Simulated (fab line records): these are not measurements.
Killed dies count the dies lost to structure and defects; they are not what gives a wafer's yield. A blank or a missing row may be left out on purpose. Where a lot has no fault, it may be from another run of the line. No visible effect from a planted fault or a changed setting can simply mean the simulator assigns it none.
Chamber matching | flow nand-harc | NHARC_A_CONTACT_ETCH_88 on rie-diel-12 has 4 sister chambers
The step etches the open film in CF4, target depth 39 nm, time 65 s. 14 wafers are shown with their chamber, then 7 later ones without.

## EACH WAFER AND ITS CHAMBER
wafer  | chamber | drypump-motor-current-A (A) | rf-vpp-V (V) | oes-product-au (a.u.)
L398.1 | 3       | 5.84                        | 150.3        | 0.996
L398.3 | 0       | 5.34                        | 150.1        | 1.014
L398.6 | 3       | 5.84                        | 151.3        | 1.005
L401.3 | 1       | 5.35                        | 152.3        | 1.017
L401.4 | 2       | 5.88                        | 152.1        | 1.008
L401.6 | 3       | 5.83                        | 150.8        | 1.005
L400.1 | 1       | 5.35                        | 151.7        | 1.006
L400.4 | 2       | 5.89                        | 152.3        | 0.985
L400.5 | 3       | 5.80                        | 150.2        | 0.994
L403.1 | 2       | 5.89                        | 152.6        | 1.003
L403.3 | 3       | 5.83                        | 149.0        | 0.994
L403.6 | 1       | 5.32                        | 152.4        | 0.998
L404.1 | 0       | 5.42                        | 149.5        | 0.995
L404.4 | 0       | 5.38                        | 150.5        | 0.999

SIGNATURES, as means of the wafers listed above
reading                 | chamber 0 | chamber 1 | chamber 2 | chamber 3 | scatter within a chamber
drypump-motor-current-A | 5.3800    | 5.3400    | 5.8867    | 5.8280    | 0.0222
rf-vpp-V                | 150.033   | 152.133   | 152.333   | 150.320   | 0.622
oes-product-au          | 1.00267   | 1.00700   | 0.99867   | 0.99880   | 0.00898
Rule: a wafer's distance from a chamber is the root of the sum, over the readings, of the square of ((its reading less the chamber's mean) divided by the reading's scatter). If the next closest chamber is less than 2 further off than the closest, the wafer can't be placed; otherwise it belongs to the closest. The scatter is the square root of a quotient: the sum, over the shown wafers, of each reading's squared deviation from its chamber's mean, divided by wafers minus chambers.

## WAFERS WITH NO CHAMBER GIVEN
wafer  | drypump-motor-current-A (A) | rf-vpp-V (V) | oes-product-au (a.u.)
L404.6 | 5.34                        | 152.5        | 0.998
L405.2 | 5.41                        | 149.1        | 0.990
L405.4 | 5.34                        | 152.4        | 0.992
L405.6 | 5.89                        | 151.5        | 0.988
L411.3 | 5.38                        | 149.8        | 0.998
L411.4 | 5.89                        | 150.8        | 1.008
L411.6 | 5.34                        | 150.9        | 1.004

## WHICH CHAMBER EACH ONE RAN IN
wafer  | from the rows above     | in truth
L404.6 | 1                       | 1
L405.2 | 0                       | 0
L405.4 | 1                       | 1
L405.6 | can't be placed: 2 or 3 | 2
L411.3 | 0                       | 0
L411.4 | can't be placed: 2 or 3 | 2
L411.6 | can't be placed: 1 or 0 | 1
Correct placement for 4 of the 7. These rows do not allow placing 3 (true chamber among the candidates in 3). Wrongly placed: 0.
